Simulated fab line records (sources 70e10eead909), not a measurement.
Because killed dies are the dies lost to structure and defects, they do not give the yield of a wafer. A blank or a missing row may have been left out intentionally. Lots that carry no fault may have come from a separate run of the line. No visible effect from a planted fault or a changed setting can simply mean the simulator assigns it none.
Comparing a struck lot with a sound one | flow nandHarc | 17 out of 1302 route steps
Sound: these wafers, L706.2, L706.5, L706.6. Wafers struck: L713.3, L713.4, L713.6. The cause is given at the end.
For every step that has rows: the tool of each side, followed by ch and its chambers, followed by its first start. Under that, the readings that differ: sound wafers | struck wafers | difference of the means | sigmas: that difference in standard deviations of wafers without a fault.
alike: a reading whose means differ by less than 2 such deviations, as well as words and numbers matching on both sides. not compared: withheld readings; readings where some wafer has no value; bounds like >300 that might hide an equal value; numbers whose values overlap and for which the record gives no deviation.
A row with sigmas, a row that says differs or no value, or rows on one side alone: a step with any of these is where the two part. Numbers that don't overlap but have no deviation are shown without sigmas and don't part them. A reading that every wafer of one side lacks parts them only if that side has two wafers or more.

NHARC_P_GATE_CD_MEAS_46: the cd target is 720 nm.
  sound on cdSem-02 ch 0, day 6 05:48; struck on cdSem-01 ch 0, day 8 09:23
  alike: cdNm
then, 1 step without rows for these wafers: NHARC_P_GATE_HARDBAKE_47 (time 80 s).
NHARC_P_GATE_DESCUM_48: chemistry O2, time 3 s.
  sound on rieDiel-11 ch 0,1,3, day 6 05:59; struck on rieDiel-09 ch 0,2,3, day 8 09:32
reading             | sound             | struck            | difference | sigmas
oesProductAu (a.u.) | 1.009 1.006 1.005 | 0.980 0.995 0.987 | -0.019     | -3
  alike: drypumpMotorCurrentA, rfVppV, showerheadPlenumPTorr, throttleValvePct
  not compared: rfHoursCounterH
after that, 1 step had no rows for these wafers: NHARC_P_GATE_IMPLANT_49.
NHARC_P_GATE_STRIP_111: strips in N2/H2, time 250 s.
  sound on plasmaAsher-01 ch 0,1, day 6 06:23; struck on plasmaAsher-02 ch 0,1, day 8 10:00
  alike: drypumpMotorCurrentA, heaterPowerW
  not compared: rfHoursCounterH
NHARC_P_GATE_STRIP_75: strips in O2.
  sound on plasmaAsher-01 ch 0,1, day 6 06:38; struck on plasmaAsher-02 ch 0,1, day 8 10:14
  alike: drypumpMotorCurrentA, heaterPowerW
  not compared: rfHoursCounterH
then, 6 steps without rows for these wafers: NHARC_P_GATE_STRIP_50 (strips in SPM, time 900 s); NHARC_P_GATE_DEHYDRATE_51 (time 120 s); NHARC_P_GATE_HMDS_52 (time 30 s); NHARC_P_GATE_COAT_53; NHARC_P_GATE_SOFTBAKE_54 (time 95 s); NHARC_P_GATE_EBR_55.
NHARC_P_GATE_EXPOSE_56: exposes mask P PSD, target cd 720 nm.
  sound on krfScanner-01 ch 0, day 6 07:24; struck on krfScanner-03 ch 0, day 8 10:59
reading | sound                   | struck                           | difference | sigmas
mask    | P_PSD#0 P_PSD#0 P_PSD#0 | P_PSD_R1#0 P_PSD_R1#0 P_PSD_R1#0 | differs    | 
  alike: stageVelMmS
then, 2 steps without rows for these wafers: NHARC_P_GATE_PEB_57 (peb time 85 s); NHARC_P_GATE_DEVELOP_58 (time 70 s).
NHARC_P_GATE_CD_MEAS_59: the cd target is 720 nm.
  sound on cdSem-03 ch 0, day 6 07:33; struck on cdSem-01 ch 0, day 8 11:08
reading   | sound             | struck            | difference | sigmas
cdNm (nm) | 718.3 718.7 718.4 | 791.7 791.5 792.0 | +73.3      | +67
then, 1 step without rows for these wafers: NHARC_P_GATE_HARDBAKE_60 (time 80 s).

== WHERE THEY PART ==
First at NHARC_P_GATE_DESCUM_48; last, within this record, at NHARC_P_GATE_CD_MEAS_59.

WHY: whatever the simulator had introduced
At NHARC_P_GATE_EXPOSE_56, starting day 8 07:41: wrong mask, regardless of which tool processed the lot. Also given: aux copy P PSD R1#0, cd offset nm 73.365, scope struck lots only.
